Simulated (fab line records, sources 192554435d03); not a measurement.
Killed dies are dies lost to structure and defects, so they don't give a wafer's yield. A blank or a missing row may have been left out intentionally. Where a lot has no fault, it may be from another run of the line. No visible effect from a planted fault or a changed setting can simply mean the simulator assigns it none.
Which of the tools did it?    flow n5_finfet    9 lots with 27 wafers sampled at 6 steps, on a route of 1938 steps

## WHAT THE GAUGES SHOWED, per wafer
N5_SDB_INSPECT_36: inspects for defects (darkfield). Usual: 38 for raw_defect_count, sd 15.
lot   measured     on                 raw_defect_count  flag
L874  day 3 23:25  defect_inspect-01  20 30 12          
L875  day 4 02:02  defect_inspect-01  21 34 12          
L877  day 4 13:52  defect_inspect-02  31 34 30          
L883  day 6 05:25  defect_inspect-02  43 67 26          
L884  day 6 06:53  defect_inspect-02  59 53 28          
L892  day 9 00:04  defect_inspect-01  28 60 27          
L894  day 9 03:10  defect_inspect-02  42 26 24          
L896  day 9 10:35  defect_inspect-01  18 45 43          
L897  day 9 18:13  defect_inspect-01  47 10 29          

N5_HKMG_FIN_OVL_MEAS_50. Usual: for NDIPOLE_OVL the level is 0.5 nm and the standard deviation is 0.86.
lot   measured     on          NDIPOLE_OVL (nm)  flag
L874  day 4 00:51  overlay-02  0.2 1.6 0.1       
L875  day 4 03:36  overlay-01  0.9 0.6 0.3       
L877  day 4 15:36  overlay-02  1.4 0.4 1.6       
L883  day 6 07:14  overlay-01  -0.8 -0.3 0.4     
L884  day 6 08:28  overlay-01  0.9 1.8 1.0       
L892  day 9 01:38  overlay-01  4.4 4.1 3.3       OFF
L894  day 9 04:36  overlay-02  4.7 5.3 3.0       OFF
L896  day 9 12:19  overlay-02  0.1 1.0 0.4       
L897  day 9 19:40  overlay-02  -0.2 0.2 -0.9     

N5_BEOL_M4_RC_MEAS_101. Usual: DIBL_N 36.2 mV/V, standard deviation 1.6; DIBL_P 36.5 mV/V, standard deviation 1.9; IOFF_N 0.158 nA/um, standard deviation 0.027; IOFF_P 0.21 nA/um, standard deviation 0.038; ION_N 675 uA/um, standard deviation 12; ION_P 464 uA/um, standard deviation 8.9; SS_N 71.5 mV/dec, standard deviation 0.61; SS_P 73.4 mV/dec, standard deviation 0.59; VT_N 250.4 mV, standard deviation 3; VT_P -250 mV, standard deviation 3.6.
lot   measured      on         DIBL_N (mV/V)   DIBL_P (mV/V)   IOFF_N (nA/um)     IOFF_P (nA/um)  ION_N (uA/um)  ION_P (uA/um)  SS_N (mV/dec)   SS_P (mV/dec)   VT_N (mV)          VT_P (mV)       flag
L874  day 7 23:20   prober-02  34.3 36.1 36.9  35.5 38.0 38.7  0.138 0.161 0.184  0.19 0.24 0.25  668 682 688    457 466 465    70.9 71.5 72.0  72.3 72.9 73.2  252.3 252.3 249.9  -251 -251 -246  
L875  day 7 20:24   prober-01  37.7 36.3 38.5  38.5 36.5 39.0  0.175 0.146 0.194  0.26 0.22 0.27  683 676 683    474 472 468    72.3 71.1 72.0  74.0 73.0 74.1  251.0 251.9 247.4  -247 -250 -245  
L877  day 8 17:38   prober-01  36.9 38.4 36.7  36.6 37.3 35.5  0.154 0.171 0.148  0.22 0.22 0.20  666 669 670    461 461 458    72.4 71.9 71.7  73.5 74.1 72.9  254.4 251.4 253.9  -251 -252 -252  
L883  day 10 02:59  prober-02  37.6 35.8 35.6  38.5 37.4 37.4  0.184 0.158 0.165  0.24 0.22 0.22  698 686 696    475 467 477    72.1 71.1 71.1  73.9 73.5 73.4  245.7 250.7 247.4  -249 -249 -248  
L884  day 10 01:27  prober-01  35.0 35.1 34.2  35.7 35.6 33.3  0.139 0.144 0.128  0.19 0.20 0.17  672 683 671    468 468 462    71.4 71.3 70.5  73.3 72.9 73.1  252.1 252.2 254.2  -252 -251 -252  
L892  day 12 17:14  prober-01  35.9 37.0 38.6  35.2 37.2 40.1  0.144 0.162 0.212  0.20 0.23 0.30  699 691 705    475 467 488    71.7 71.6 72.1  73.5 74.1 74.0  248.9 248.4 245.7  -250 -251 -242  
L894  day 13 19:52  prober-02  38.4 37.6 37.1  36.8 36.5 35.7  0.179 0.163 0.161  0.26 0.25 0.22  673 666 658    468 467 457    72.1 72.0 72.8  73.3 74.1 73.2  249.6 249.4 253.0  -247 -247 -247  
L896  day 14 08:34  prober-02  35.0 34.2 32.9  34.8 34.5 33.3  0.149 0.141 0.116  0.22 0.22 0.19  664 686 666    463 482 469    71.1 70.4 71.3  72.8 73.0 73.1  250.4 249.9 252.7  -248 -248 -251  
L897  day 14 01:01  prober-01  38.4 36.2 36.0  38.9 36.3 35.3  0.223 0.157 0.158  0.30 0.23 0.21  690 666 675    478 461 461    73.0 71.9 71.6  74.6 73.7 72.9  246.9 252.2 252.8  -245 -248 -252  

## WHICH TOOL RAN EACH LOT (tool, then ch and the chambers of the sampled wafers, then the start)
lot   N5_HKMG_FIN_EXPOSE_46              N5_HKMG_FIN_DESCUM_53              N5_HKMG_FIN_ETCH_54
L874  arfi_scanner-01 ch 0, day 4 00:42  rie_diel-04 ch 0,2,3, day 4 00:54  rie_diel-04 ch 0,2,3, day 4 00:56
L875  arfi_scanner-02 ch 0, day 4 03:27  rie_diel-04 ch 1,2,3, day 4 03:49  rie_diel-04 ch 1,2,3, day 4 03:50
L877  arfi_scanner-02 ch 0, day 4 15:27  rie_diel-04 ch 1,2, day 4 15:40    rie_diel-04 ch 1,2, day 4 15:42
L883  arfi_scanner-03 ch 0, day 6 07:05  rie_diel-05 ch 0,1,2, day 6 07:18  rie_diel-05 ch 0,1,2, day 6 07:20
L884  arfi_scanner-01 ch 0, day 6 08:19  rie_diel-02 ch 1,2, day 6 08:49    rie_diel-02 ch 1,2, day 6 08:50
L892  arfi_scanner-03 ch 0, day 9 01:29  rie_diel-02 ch 0,2,3, day 9 01:41  rie_diel-02 ch 0,2,3, day 9 01:43
L894  arfi_scanner-03 ch 0, day 9 04:27  rie_diel-02 ch 1,2,3, day 9 04:44  rie_diel-02 ch 1,2,3, day 9 04:47
L896  arfi_scanner-01 ch 0, day 9 12:10  rie_diel-02 ch 1,2, day 9 12:32    rie_diel-02 ch 1,2, day 9 12:34
L897  arfi_scanner-01 ch 0, day 9 19:30  rie_diel-02 ch 0,2, day 9 19:43    rie_diel-02 ch 0,2, day 9 19:45
- N5_HKMG_FIN_EXPOSE_46: exposes mask NDIPOLE.
- N5_HKMG_FIN_DESCUM_53: chemistry O2, time 7.9 s.
- N5_HKMG_FIN_ETCH_54: etches SiARC in CF4, target depth 45.5 nm, time 75.8 s.

## WHAT THE TOOLS THEMSELVES READ (means of the sampled wafers that have a number; where no wafer has one, the mark that the record gives instead)
N5_HKMG_FIN_DESCUM_53. Usual: chamber_pressure_mTorr 19.998 mTorr, standard deviation 0.017; drypump_motor_current_A 5.7 A, standard deviation 0.44; oes_product_au 0.82 a.u., standard deviation 0.098; rf_vpp_V 243.5 V, standard deviation 1.3; showerhead_plenum_p_Torr 2.11 Torr, standard deviation 0.073; throttle_valve_pct 20.30 %, standard deviation 0.17.
lot   tool         chamber_pressure_mTorr (mTorr)  drypump_motor_current_A (A)  oes_product_au (a.u.)  rf_vpp_V (V)  showerhead_plenum_p_Torr (Torr)  throttle_valve_pct (%)  flag
L874  rie_diel-04  19.985                          5.8                          0.72                   243.5         2.09                             20.31                   
L875  rie_diel-04  19.993                          5.9                          0.83                   242.9         2.13                             20.36                   
L877  rie_diel-04  19.985                          5.5                          0.89                   243.9         2.11                             20.27                   
L883  rie_diel-05  19.994                          6.0                          0.85                   242.6         2.08                             20.43                   
L884  rie_diel-02  20.000                          5.6                          0.87                   243.4         2.16                             20.21                   
L892  rie_diel-02  19.974                          5.9                          0.81                   243.3         2.11                             20.21                   
L894  rie_diel-02  20.001                          5.7                          0.85                   244.0         2.15                             20.17                   
L896  rie_diel-02  19.980                          5.9                          0.81                   244.5         2.18                             20.26                   
L897  rie_diel-02  20.008                          5.9                          0.74                   243.6         2.06                             20.33                   

N5_HKMG_FIN_ETCH_54. Usual: cf4_flow_sccm 100.0 sccm, standard deviation 0.34; chamber_pressure_mTorr 40.00 mTorr, standard deviation 0.036; drypump_motor_current_A 5.7 A, standard deviation 0.43; etch_rf_on_time_s 75.6 s, standard deviation 1.4; oes_product_au 0.70 a.u., standard deviation 0.084; rf_vpp_V 184.4 V, standard deviation 1.2; showerhead_plenum_p_Torr 2.16 Torr, standard deviation 0.07; throttle_valve_pct 15.51 %, standard deviation 0.21.
lot   tool         cf4_flow_sccm (sccm)  chamber_pressure_mTorr (mTorr)  drypump_motor_current_A (A)  etch_rf_on_time_s (s)  oes_product_au (a.u.)  rf_vpp_V (V)  showerhead_plenum_p_Torr (Torr)  throttle_valve_pct (%)  flag
L874  rie_diel-04  100.0                 40.01                           5.8                          75.7                   0.61                   184.3         2.15                             15.61                   
L875  rie_diel-04  99.8                  39.98                           5.9                          74.4                   0.71                   184.8         2.17                             15.54                   
L877  rie_diel-04  100.1                 40.03                           5.5                          73.1                   0.77                   184.0         2.16                             15.44                   
L883  rie_diel-05  100.0                 40.00                           6.0                          74.5                   0.73                   184.6         2.13                             15.61                   
L884  rie_diel-02  99.8                  39.97                           5.5                          76.3                   0.74                   185.0         2.19                             15.37                   
L892  rie_diel-02  99.9                  39.97                           5.9                          77.2                   0.69                   184.7         2.15                             15.39                   
L894  rie_diel-02  100.3                 40.00                           5.7                          75.4                   0.73                   185.3         2.20                             15.34                   
L896  rie_diel-02  99.8                  39.99                           5.9                          76.1                   0.70                   185.5         2.21                             15.40                   
L897  rie_diel-02  99.8                  39.97                           5.9                          77.8                   0.63                   184.4         2.10                             15.54                   

## THE ANSWER, worked out from the rows above alone
Rule: lot off if the mean of its wafers having a number is beyond 3 standard deviations from the usual mean. Also off: a lot with no number at a reading for which 4 or more lots have one. The other lots that the step has rows for count as sound. Order of review: gauges by route order, followed by the tools' own readings, for which a lot's mean as printed above is used. At the first step where some lot is off, the reading lying furthest off is the one used; lots without a number count as furthest.
Off: L892, L894, at N5_HKMG_FIN_OVL_MEAS_50 (NDIPOLE_OVL).
A tool fits if, at a process step before that reading, it ran every lot that is off, and no sound lot after the first of them. Those tools and the gauges at N5_HKMG_FIN_OVL_MEAS_50 are tried in the same way. One candidate fits, namely arfi_scanner-03 at N5_HKMG_FIN_EXPOSE_46. Its last sound lot is L883 (day 6 07:05), its first lot that is off L892 (day 9 01:29): a fault that began between those two fits.

## WHAT WAS PUT IN BY THE SIMULATOR
Scanner matching overlay: arfi_scanner-03, from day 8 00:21 on, at N5_HKMG_FIN_EXPOSE_46. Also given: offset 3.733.
Struck lots among those shown: L892, L894. This agrees with what the rule above found.
